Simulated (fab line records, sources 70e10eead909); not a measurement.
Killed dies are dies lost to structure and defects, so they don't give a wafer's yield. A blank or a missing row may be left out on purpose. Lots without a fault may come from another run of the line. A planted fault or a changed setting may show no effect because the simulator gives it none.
Which tool did it? | flow nand_harc | 12 lots, 36 wafers sampled, at 5 steps of a route of 1302

WHAT THE GAUGES READ, wafer by wafer
NHARC_A_M1_INSPECT_11. Usual: raw_defect_count 91, standard deviation 36.
lot  | measured     | on                | raw_defect_count | flag
L230 | day 23 20:37 | defect_inspect-01 | 62 77 53         |
L233 | day 24 01:32 | defect_inspect-01 | 168 159 170      |
L235 | day 25 03:34 | defect_inspect-01 | 109 98 113       |
L234 | day 25 04:39 | defect_inspect-01 | 115 120 119      |
L237 | day 26 00:05 | defect_inspect-02 | 148 181 146      |
L243 | day 29 17:38 | defect_inspect-02 | 82 105 88        |
L246 | day 29 20:17 | defect_inspect-02 | 48 58 69         |
L244 | day 29 21:40 | defect_inspect-02 | 82 86 70         |
L248 | day 31 06:07 | defect_inspect-02 | 77 83 82         |
L251 | day 32 19:01 | defect_inspect-02 | 64 70 70         |
L250 | day 32 22:19 | defect_inspect-02 | 55 35 45         |
L252 | day 33 01:34 | defect_inspect-01 | 46 58 67         |

NHARC_THIN_TSV_INSPECT_40. Usual: raw_defect_count 567, standard deviation 83.
lot  | measured     | on                | raw_defect_count | flag
L230 | day 25 14:13 | defect_inspect-01 | 495 487 654      |
L233 | day 25 14:13 | defect_inspect-01 | 570 647 573      |
L235 | day 26 10:51 | defect_inspect-02 | 563 544 666      |
L234 | day 26 10:51 | defect_inspect-01 | 541 651 618      |
L237 | day 27 06:15 | defect_inspect-02 | 597 688 609      |
L243 | day 30 23:36 | defect_inspect-01 | 508 550 709      |
L246 | day 31 07:23 | defect_inspect-02 | 492 526 531      |
L244 | day 31 04:01 | defect_inspect-02 | 688 608 546      |
L248 | day 32 14:53 | defect_inspect-01 | 509 439 541      |
L251 | day 34 01:43 | defect_inspect-01 | 793 540 533      |
L250 | day 34 06:11 | defect_inspect-01 | 549 598 644      |
L252 | day 34 06:11 | defect_inspect-02 | 624 574 599      |

NHARC_END_SORT_01. Usual: defect_limited_yield 90.7 %, standard deviation 3; killed_at_array 58, standard deviation 20; killed_at_other 0.9, standard deviation 1.4; killed_at_periphery 4, standard deviation 3.1; killed_dies 63, standard deviation 20; killed_open 3.3, standard deviation 1.8; killed_short 2.4, standard deviation 1.5.
lot  | measured     | on        | defect_limited_yield (%) | killed_at_array | killed_at_other | killed_at_periphery | killed_dies | killed_open | killed_short | flag
L233 | day 26 03:28 | prober-01 | 83.8 83.6 88.2           | 106 109 73      | 2 1 0           | 2 1 7               | 110 111 80  | 0 3 2       | 3 1 1        |
L235 | day 26 13:55 | prober-02 | 91.4 90.4 88.8           | 56 64 76        | 1 0 0           | 1 1 0               | 58 65 76    | 4 4 0       | 3 6 5        |
L237 | day 27 10:04 | prober-01 | 85.8 84.3 87.6           | 87 103 82       | 5 2 1           | 4 1 1               | 96 106 84   | 0 3 5       | 1 1 3        |
L243 | day 31 04:09 | prober-01 | 90.0 90.0 88.5           | 64 62 74        | 1 0 1           | 3 6 3               | 68 68 78    | 5 2 4       | 4 0 4        |
L248 | day 33 05:41 | prober-01 | 90.7 92.5 94.1           | 56 43 32        | 0 0 0           | 7 8 8               | 63 51 40    | 3 1 3       | 1 1 1        |
L251 | day 34 05:34 | prober-01 | 92.2 93.4 92.0           | 50 44 54        | 1 0 0           | 2 1 0               | 53 45 54    | 5 2 1       | 2 4 3        |
L252 | day 34 13:17 | prober-02 | 95.9 93.5 92.9           | 26 40 45        | 2 1 1           | 0 3 2               | 28 44 48    | 4 1 1       | 4 4 1        |

WHICH TOOL RAN EACH LOT (tool, then ch and the chambers of the sampled wafers, then the start)
lot  | NHARC_HYBRID_BOND_ACTIVATE_00      | NHARC_THIN_TSV_ANNEAL_58
L230 | rie_diel-09 ch 1,2,3, day 24 04:01 | furnace-08 ch 0, day 25 12:47
L233 | rie_diel-09 ch 0,3, day 24 09:14   | furnace-08 ch 0, day 25 12:47
L235 | rie_diel-09 ch 0,1,3, day 25 11:03 | furnace-03 ch 0, day 26 09:25
L234 | rie_diel-09 ch 1,2,3, day 25 12:26 | furnace-03 ch 0, day 26 09:25
L237 | rie_diel-09 ch 0,2, day 26 07:25   | furnace-03 ch 0, day 27 04:49
L243 | rie_diel-09 ch 2,3, day 30 01:40   | furnace-08 ch 0, day 30 22:10
L246 | rie_diel-09 ch 1,2,3, day 30 03:34 | furnace-03 ch 0, day 31 05:57
L244 | rie_diel-09 ch 2,3, day 30 05:27   | furnace-08 ch 0, day 31 02:35
L248 | rie_diel-09 ch 1,2,3, day 31 13:26 | furnace-07 ch 0, day 32 13:26
L251 | rie_diel-09 ch 0,2,3, day 33 02:26 | furnace-03 ch 0, day 34 00:16
L250 | rie_diel-01 ch 0,2, day 33 05:44   | furnace-08 ch 0, day 34 04:44
L252 | rie_diel-09 ch 0,2, day 33 09:06   | furnace-08 ch 0, day 34 04:44
- NHARC_HYBRID_BOND_ACTIVATE_00: chemistry N2, time 60 s.
- NHARC_THIN_TSV_ANNEAL_58: time 1800 s.

WHAT THE TOOLS THEMSELVES READ (means of the sampled wafers that have a number; where no wafer has one, the mark that the record gives instead)
NHARC_HYBRID_BOND_ACTIVATE_00. Usual: drypump_motor_current_A 5.9 A, standard deviation 0.38; oes_product_au 1.002 a.u., standard deviation 0.0076; rf_vpp_V 64.0 V, standard deviation 0.86; showerhead_plenum_p_Torr 1.74 Torr, standard deviation 0.08.
lot  | tool        | drypump_motor_current_A (A) | oes_product_au (a.u.) | rf_vpp_V (V) | showerhead_plenum_p_Torr (Torr) | flag
L230 | rie_diel-09 | 6.0                         | 1.006                 | 63.8         | 1.71                            |
L233 | rie_diel-09 | 5.5                         | 1.007                 | 64.5         | 1.74                            |
L235 | rie_diel-09 | 5.8                         | 1.015                 | 64.0         | 1.75                            |
L234 | rie_diel-09 | 6.1                         | 1.004                 | 64.0         | 1.71                            |
L237 | rie_diel-09 | 5.8                         | 1.006                 | 64.5         | 1.73                            |
L243 | rie_diel-09 | 6.1                         | 0.995                 | 63.6         | 1.66                            |
L246 | rie_diel-09 | 6.1                         | 0.993                 | 63.0         | 1.71                            |
L244 | rie_diel-09 | 6.1                         | 1.005                 | 64.2         | 1.66                            |
L248 | rie_diel-09 | 6.1                         | 0.992                 | 64.6         | 1.71                            |
L251 | rie_diel-09 | 5.8                         | 0.994                 | 63.7         | 1.70                            |
L250 | rie_diel-01 | 5.5                         | 1.004                 | 64.4         | 1.85                            |
L252 | rie_diel-09 | 6.0                         | 0.999                 | 64.1         | 1.70                            |

NHARC_THIN_TSV_ANNEAL_58. Usual: spike_tc_bottom_C 422.9 C, standard deviation 1.7; spike_tc_centre_C 400.6 C, standard deviation 1.6; spike_tc_lower_C 400.7 C, standard deviation 1; spike_tc_top_C 427.3 C, standard deviation 1.5; spike_tc_upper_C 400.2 C, standard deviation 0.99.
lot  | tool       | spike_tc_bottom_C (C) | spike_tc_centre_C (C) | spike_tc_lower_C (C) | spike_tc_top_C (C) | spike_tc_upper_C (C) | flag
L230 | furnace-08 | 421.9                 | 399.9                 | 400.9                | 427.8              | 400.7                |
L233 | furnace-08 | 422.4                 | 399.6                 | 402.0                | 428.1              | 398.9                |
L235 | furnace-03 | 423.1                 | 402.6                 | 400.8                | 425.6              | 400.3                |
L234 | furnace-03 | 423.7                 | 402.5                 | 400.0                | 426.7              | 399.9                |
L237 | furnace-03 | 424.4                 | 402.3                 | 400.7                | 426.6              | 399.0                |
L243 | furnace-08 | 447.6                 | 425.0                 | 426.9                | 453.6              | 426.0                | OFF
L246 | furnace-03 | 423.9                 | 402.4                 | 401.0                | 425.2              | 400.5                |
L244 | furnace-08 | 447.9                 | 425.6                 | 426.2                | 453.6              | 426.2                | OFF
L248 | furnace-07 | 428.8                 | 400.8                 | 400.2                | 430.3              | 400.3                | OFF
L251 | furnace-03 | 422.4                 | 401.7                 | 401.7                | 426.2              | 400.9                |
L250 | furnace-08 | 421.6                 | 399.5                 | 400.5                | 427.8              | 400.3                |
L252 | furnace-08 | 422.1                 | 400.1                 | 400.1                | 428.1              | 400.8                |

THE ANSWER, worked out from the rows above alone
Rule: a lot is off if the mean of its wafers that have a number lies more than 3 standard deviations from the usual mean. A lot without any number at a reading at which 4 lots or more have one is off too. The other lots that the step has rows for count as sound. The gauges are gone through in route order, then the tools' own readings, and for those a lot's mean is taken as printed above. The first step at which some lot is off is used, and at that step the reading that is off furthest; a lot without a number counts as furthest.
Off: L243, L244, at NHARC_THIN_TSV_ANNEAL_58 (spike_tc_upper_C).
A tool fits if, at that step or a process step before it, it ran every lot that is off, and no sound lot after the first of them. None of those tried fits.

WHAT THE SIMULATOR HAD PUT IN
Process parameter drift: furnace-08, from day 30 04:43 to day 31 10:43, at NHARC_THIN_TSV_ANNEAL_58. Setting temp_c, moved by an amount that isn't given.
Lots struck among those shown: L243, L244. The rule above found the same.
